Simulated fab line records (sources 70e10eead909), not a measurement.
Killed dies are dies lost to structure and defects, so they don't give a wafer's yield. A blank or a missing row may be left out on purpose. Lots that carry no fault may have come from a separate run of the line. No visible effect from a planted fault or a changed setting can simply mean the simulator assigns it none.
Shared-tool check | flow nand harc | 6 wafers sampled across 2 lots

REASON IT WAS OPENED
At NHARC_END_SORT_01 the reading killed dies is flagged on 2 of 2 lots. No-fault wafers: 32, standard deviation 9.
Rule: a lot gets a flag if all its wafers with a number sit over 4 standard deviations from that mean, or if no wafer of it has a number. The other lots count as sound.

lot  | measured     | on        | killed dies, wafer by wafer | flag
L750 | day 24 11:31 | prober-02 | 82 90 92                    | FLAGGED
L753 | day 24 20:14 | prober-01 | 98 93 103                   | FLAGGED
The numbers of the flagged lots are 93 on average: +61 against the usual, or +7 standard deviations.

TOOL THAT RAN EACH LOT
The record holds 3 process steps before the reading, out of a route of 1159 steps. Every cell lists first the tool, next ch and the chambers used by the sampled wafers, and last the start.
lot  | flag    | NHARC_A_ONON_D1_DEP_16           | NHARC_THIN_TSV_STRIP_45              | NHARC_THIN_TSV_ANNEAL_52
L750 | FLAGGED | pecvd onon-02 ch 0, day 12 10:10 | plasma asher-01 ch 0,1, day 23 10:14 | rtp anneal-02 ch 0, day 23 13:30
L753 | FLAGGED | pecvd onon-02 ch 0, day 13 03:26 | plasma asher-02 ch 0,1, day 23 22:49 | rtp anneal-01 ch 0, day 24 01:55
What the steps here do:
- NHARC_A_ONON_D1_DEP_16: target thk 1000 nm.
- NHARC_THIN_TSV_STRIP_45: strips in O2.
- NHARC_THIN_TSV_ANNEAL_52: time 90 s.
- NHARC_END_SORT_01

FLAGGED OVER TOTAL, TOOL BY TOOL (the gauges that took the reading come last)
step                     | tool            | lots run | flagged | share of the flagged lots | sound lots run after its first flagged lot
NHARC_A_ONON_D1_DEP_16   | pecvd onon-02   | 2        | 2       | all                       | 0
NHARC_THIN_TSV_STRIP_45  | plasma asher-01 | 1        | 1       | some                      | 0
NHARC_THIN_TSV_STRIP_45  | plasma asher-02 | 1        | 1       | some                      | 0
NHARC_THIN_TSV_ANNEAL_52 | rtp anneal-01   | 1        | 1       | some                      | 0
NHARC_THIN_TSV_ANNEAL_52 | rtp anneal-02   | 1        | 1       | some                      | 0
NHARC_END_SORT_01        | prober-01       | 1        | 1       | some                      | 0
NHARC_END_SORT_01        | prober-02       | 1        | 1       | some                      | 0

THE TABLE: WHAT IT ALLOWS
In the table, 1 row covers all flagged lots: pecvd onon-02 at NHARC_A_ONON_D1_DEP_16.
- pecvd onon-02 at NHARC_A_ONON_D1_DEP_16 ran 2 lots, 2 of them flagged. Because this sample shows no sound lot run on it before its first flagged lot, the start cannot be pinned down more closely.
One tool is left: pecvd onon-02 at NHARC_A_ONON_D1_DEP_16.

WHAT WAS PUT IN BY THE SIMULATOR
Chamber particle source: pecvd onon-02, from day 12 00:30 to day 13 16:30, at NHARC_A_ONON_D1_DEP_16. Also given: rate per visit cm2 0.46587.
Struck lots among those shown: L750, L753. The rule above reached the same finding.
